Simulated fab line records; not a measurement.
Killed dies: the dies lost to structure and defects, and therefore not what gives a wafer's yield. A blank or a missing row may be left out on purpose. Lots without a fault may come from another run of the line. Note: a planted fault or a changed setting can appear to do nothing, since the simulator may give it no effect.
Check for tools in common	flow nandHarc	36 wafers sampled across 12 lots

== THE REASON FOR OPENING IT ==
On 2 of the 12 lots, a flag is raised at NHARC_A_CHANNEL_HOLE_D1_INSPECT_40 on the reading rawDefectCount. Wafers without a fault read 77, standard deviation 26.
Rule: a lot gets a flag if all its wafers with a number sit over 4 standard deviations from that mean, or if no wafer of it has a number. The rest of the lots are taken to be sound.

lot	measured	on	rawDefectCount, wafer by wafer	flag
L311	day 9 11:44	defectInspect-02	114 115 89	
L312	day 9 20:04	defectInspect-01	124 99 125	
L314	day 10 06:53	defectInspect-01	42 106 30	
L315	day 11 06:21	defectInspect-01	470 436 496	FLAGGED
L317	day 11 20:26	defectInspect-02	530 510 518	FLAGGED
L324	day 14 17:38	defectInspect-01	116 98 102	
L325	day 14 18:37	defectInspect-01	80 100 57	
L326	day 15 14:07	defectInspect-01	90 114 111	
L328	day 16 05:14	defectInspect-02	100 127 77	
L331	day 17 12:28	defectInspect-01	85 76 96	
L330	day 17 15:46	defectInspect-02	20 33 41	
L332	day 18 00:36	defectInspect-01	84 78 102	
The mean of the flagged lots' numbers is 493, +416 from the usual (+16 standard deviations).

== TOOL THAT RAN EACH LOT ==
The record holds 3 process steps before the reading, out of a route of 1302 steps. Cell contents, in order: the tool; ch with the chambers the sampled wafers went through; the start.
lot	flag	NHARC_A_CHANNEL_HOLE_D1_ETCH_20	NHARC_A_CHANNEL_HOLE_D1_ETCH_21	NHARC_A_CHANNEL_HOLE_D1_XSEM_31
L311		harEtch-02 ch 0, day 9 02:19	harEtch-02 ch 0, day 9 03:01	xsem-02 ch 0, day 9 11:39
L312		harEtch-02 ch 0, day 9 10:36	harEtch-02 ch 0, day 9 11:18	xsem-02 ch 0, day 9 19:58
L314		harEtch-01 ch 0,1, day 10 01:23	harEtch-01 ch 0,1, day 10 01:44	xsem-01 ch 0, day 10 06:48
L315	FLAGGED	harEtch-02 ch 0,1, day 11 00:46	harEtch-02 ch 0,1, day 11 01:04	xsem-01 ch 0, day 11 06:15
L317	FLAGGED	harEtch-02 ch 0,1, day 11 14:53	harEtch-02 ch 0,1, day 11 15:11	xsem-01 ch 0, day 11 20:20
L324		harEtch-02 ch 0,1, day 14 12:08	harEtch-02 ch 0,1, day 14 12:30	xsem-02 ch 0, day 14 17:33
L325		harEtch-01 ch 0,1, day 14 12:59	harEtch-01 ch 0,1, day 14 13:18	xsem-01 ch 0, day 14 18:31
L326		harEtch-02 ch 0,1, day 15 08:29	harEtch-02 ch 0,1, day 15 08:47	xsem-02 ch 0, day 15 14:01
L328		harEtch-02 ch 0,1, day 15 23:38	harEtch-02 ch 0,1, day 15 23:57	xsem-02 ch 0, day 16 05:08
L331		harEtch-01 ch 0,1, day 17 06:50	harEtch-01 ch 0,1, day 17 07:09	xsem-01 ch 0, day 17 12:22
L330		harEtch-02 ch 0,1, day 17 10:10	harEtch-02 ch 0,1, day 17 10:30	xsem-02 ch 0, day 17 15:40
L332		harEtch-01 ch 0,1, day 17 19:01	harEtch-01 ch 0,1, day 17 19:20	xsem-02 ch 0, day 18 00:30
What is done by these steps:
- NHARC_A_CHANNEL_HOLE_D1_ETCH_20: etches the open film in C4F8/O2/Ar, time 361.9 s, target depth 1600 nm.
- NHARC_A_CHANNEL_HOLE_D1_ETCH_21: etches the open film in C4F8/O2/Ar, time 514.3 s, target depth 1600 nm.
- NHARC_A_CHANNEL_HOLE_D1_XSEM_31
- NHARC_A_CHANNEL_HOLE_D1_INSPECT_40

== FLAGGED OVER TOTAL, TOOL BY TOOL (the gauges that took the reading come last) ==
step	tool	lots run	flagged	share of the flagged lots	sound lots run after its first flagged lot
NHARC_A_CHANNEL_HOLE_D1_ETCH_20	harEtch-01	4	0	none	-
NHARC_A_CHANNEL_HOLE_D1_ETCH_20	harEtch-02	8	2	all	4 (L324,L326,L328,L330)
NHARC_A_CHANNEL_HOLE_D1_ETCH_21	harEtch-01	4	0	none	-
NHARC_A_CHANNEL_HOLE_D1_ETCH_21	harEtch-02	8	2	all	4 (L324,L326,L328,L330)
NHARC_A_CHANNEL_HOLE_D1_XSEM_31	xsem-01	5	2	all	2 (L325,L331)
NHARC_A_CHANNEL_HOLE_D1_XSEM_31	xsem-02	7	0	none	-
NHARC_A_CHANNEL_HOLE_D1_INSPECT_40	defectInspect-01	8	1	some	5 (L324,L325,L326,L331,L332)
NHARC_A_CHANNEL_HOLE_D1_INSPECT_40	defectInspect-02	4	1	some	2 (L328,L330)

== WHAT IS ALLOWED BY THE TABLE ==
Every flagged lot was run by 3 rows of the table: harEtch-02 at NHARC_A_CHANNEL_HOLE_D1_ETCH_20, harEtch-02 at NHARC_A_CHANNEL_HOLE_D1_ETCH_21 and xsem-01 at NHARC_A_CHANNEL_HOLE_D1_XSEM_31.
- harEtch-02 at NHARC_A_CHANNEL_HOLE_D1_ETCH_20: 2 of its 8 lots flagged. After the first flagged lot (L324, L326, L328, L330), sound lots still ran on it; a lasting fault on the whole tool would not permit that.
- harEtch-02 at NHARC_A_CHANNEL_HOLE_D1_ETCH_21: 2 of its 8 lots flagged. After the first flagged lot (L324, L326, L328, L330), sound lots still ran on it; a lasting fault on the whole tool would not permit that.
- xsem-01 at NHARC_A_CHANNEL_HOLE_D1_XSEM_31: 2 of its 5 lots flagged. After the first flagged lot (L325, L331), sound lots still ran on it; a lasting fault on the whole tool would not permit that.
Not one row of the table ran every flagged lot while running no sound lot after the first.

== WHAT THE SIMULATOR PUT IN ==
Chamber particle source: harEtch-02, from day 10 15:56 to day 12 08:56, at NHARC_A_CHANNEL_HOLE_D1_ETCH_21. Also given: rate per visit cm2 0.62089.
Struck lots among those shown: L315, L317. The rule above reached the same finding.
